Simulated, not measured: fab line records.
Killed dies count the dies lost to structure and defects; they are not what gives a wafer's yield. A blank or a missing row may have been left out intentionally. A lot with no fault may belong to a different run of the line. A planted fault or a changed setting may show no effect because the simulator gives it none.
Split-lot trial	flow n5_finfet	route with 1938 steps; 7 lots, 21 wafers read

THE SPLIT
At N5_BEOL_M14_SPUTTER_43 (material TaN, target thk 15 nm, time 24.19 s), the setting power_w was moved away from the recipe's 15000 W on 6 of the 21 wafers read, by -16.2% to +14.5%. The other wafers ran this setting at the recipe's value.

The split's own step is where the reading is taken.

THE READING
TaN_of_BEOL_M14_SPUTTER_43.thk_nm (the simulator's own value, which no gauge read), in nm, at N5_BEOL_M14_SPUTTER_43 (material TaN, target thk 15 nm, time 24.19 s). The file does not state a usual value for it. The 15 wafers here that ran the recipe average 14.8 nm, standard deviation 0.26 nm.

wafer	tool, chamber at the split	power_w as run, W	against the recipe	TaN_of_BEOL_M14_SPUTTER_43.thk_nm, nm	against lot-mates on the recipe
L076.2	pvd_sputter-03, -	15000	recipe	14.6	-
L076.4	pvd_sputter-03, -	15000	recipe	15	-
L076.6	pvd_sputter-03, -	15820	+5.5%	15.6	+0.8
L075.1	pvd_sputter-03, -	17180	+14.5%	17.2	+2.2
L075.3	pvd_sputter-03, -	15000	recipe	15	-
L075.6	pvd_sputter-03, -	15000	recipe	15	-
L084.2	pvd_sputter-03, -	15000	recipe	14.8	-
L084.5	pvd_sputter-03, -	15000	recipe	14.4	-
L084.6	pvd_sputter-03, -	15000	recipe	14.6	-
L085.2	pvd_sputter-03, -	14000	-6.7%	13.8	-0.8
L085.4	pvd_sputter-03, -	15000	recipe	14.6	-
L085.6	pvd_sputter-03, -	15000	recipe	14.6	-
L089.3	pvd_sputter-03, -	15000	recipe	14.4	-
L089.5	pvd_sputter-03, -	15000	recipe	14.6	-
L089.6	pvd_sputter-03, -	15000	recipe	15	-
L091.2	pvd_sputter-01, -	15000	recipe	15.4	-
L091.4	pvd_sputter-01, -	15000	recipe	14.8	-
L091.6	pvd_sputter-01, -	16530	+10.2%	16.6	+1.5
L097.1	pvd_sputter-01, -	15000	recipe	14.8	-
L097.3	pvd_sputter-01, -	12570	-16.2%	12	-2.8
L097.5	pvd_sputter-01, -	12570	-16.2%	12.4	-2.4

THE FIT
A straight line over all 21 wafers: TaN_of_BEOL_M14_SPUTTER_43.thk_nm changes by +0.162 nm for each +1% of power_w; r = +0.98; the points scatter about the line by 0.25 nm.
The same after taking each lot's own level away (the mean of its wafers on the recipe; 21 wafers): +0.154 nm for each +1%; r = +0.98; scatter 0.19 nm.
On that fit, the largest move of power_w shifts the reading by 2.5 nm.
From 14.60 to 15.10 nm: that is the span of the lots' own levels, equal to 1.9 times the standard deviation above.
The two slopes agree, so the slope changes little with the lot-to-lot level.
Check: for one of the wafers moved furthest among these (-16.2%), held out of the fit, the line's prediction against its lot-mates is -2.37 nm. It came out at -2.8 nm against them.

ADDITIONAL SPLITS CARRIED BY THESE WAFERS
Before the reading, these wafers also passed through other splits. Each is held against what the fit with the lots' levels taken away leaves over:
other split on the same wafers	wafers away from the commonest value	r with TaN_of_BEOL_M14_SPUTTER_43.thk_nm (lot level and that fit taken away)
N5_BEOL_M14_PEB_08 peb_temp_c	4	+0.07
N5_BEOL_M14_ETCH_68 time_s	10	-0.03

FILE'S OWN FIT
TaN_of_BEOL_M14_SPUTTER_43.thk_nm changes by +0.152 nm for each +1% of power_w, r = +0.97.
